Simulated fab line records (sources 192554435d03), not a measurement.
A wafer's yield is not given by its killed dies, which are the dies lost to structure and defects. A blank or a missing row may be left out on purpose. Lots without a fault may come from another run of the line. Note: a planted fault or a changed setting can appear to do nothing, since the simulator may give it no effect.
Matching of chambers || flow n5Finfet || aldSin-02 running N5_SDB_ALD_29: 4 sister chambers
The step deposits SiNx, target thk 30 nm, pulse time 1 s, ald cycles 600. 4 wafers are shown with their chamber, then 7 later ones without.

## WAFERS WITH THEIR CHAMBER
{"wafer": "L078.1", "chamber": 2, "heaterPowerW (W)": 967}
{"wafer": "L078.3", "chamber": 1, "heaterPowerW (W)": 927}
{"wafer": "L080.3", "chamber": 3, "heaterPowerW (W)": 924}
{"wafer": "L080.5", "chamber": 0, "heaterPowerW (W)": 774}

## WAFERS WITHOUT THEIR CHAMBER
{"wafer": "L080.6", "heaterPowerW (W)": 940}
{"wafer": "L082.1", "heaterPowerW (W)": 940}
{"wafer": "L082.2", "heaterPowerW (W)": 946}
{"wafer": "L082.6", "heaterPowerW (W)": 777}
{"wafer": "L085.1", "heaterPowerW (W)": 948}
{"wafer": "L085.3", "heaterPowerW (W)": 987}
{"wafer": "L085.6", "heaterPowerW (W)": 956}

## CHAMBER TAKEN BY EACH
{"wafer": "L080.6", "from the rows above": "can't be placed: 1 or 3 or 2", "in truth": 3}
{"wafer": "L082.1", "from the rows above": "can't be placed: 1 or 3 or 2", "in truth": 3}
{"wafer": "L082.2", "from the rows above": "can't be placed: 1 or 2 or 3", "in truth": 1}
{"wafer": "L082.6", "from the rows above": 0, "in truth": 0}
{"wafer": "L085.1", "from the rows above": "can't be placed: 2 or 1 or 3", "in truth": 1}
{"wafer": "L085.3", "from the rows above": 2, "in truth": 2}
{"wafer": "L085.6", "from the rows above": "can't be placed: 2 or 1 or 3", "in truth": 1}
Correctly placed: 2 of 7. Cannot be placed on the basis of these rows: 5; the candidates contain the true chamber in 5. Wrongly placed: 0.
How it was worked out, from the rows above alone: a wafer's distance from a chamber is the root of the sum, over the readings, of the square of ((its reading less the chamber's mean) divided by the reading's scatter). If the next closest chamber is less than 2 further off than the closest, the wafer can't be placed; otherwise it belongs to the closest. Each chamber's mean is taken over the wafers shown for it. The scatter: root of mean squared gap, hidden wafer to nearest shown wafer, with one shown wafer a chamber.
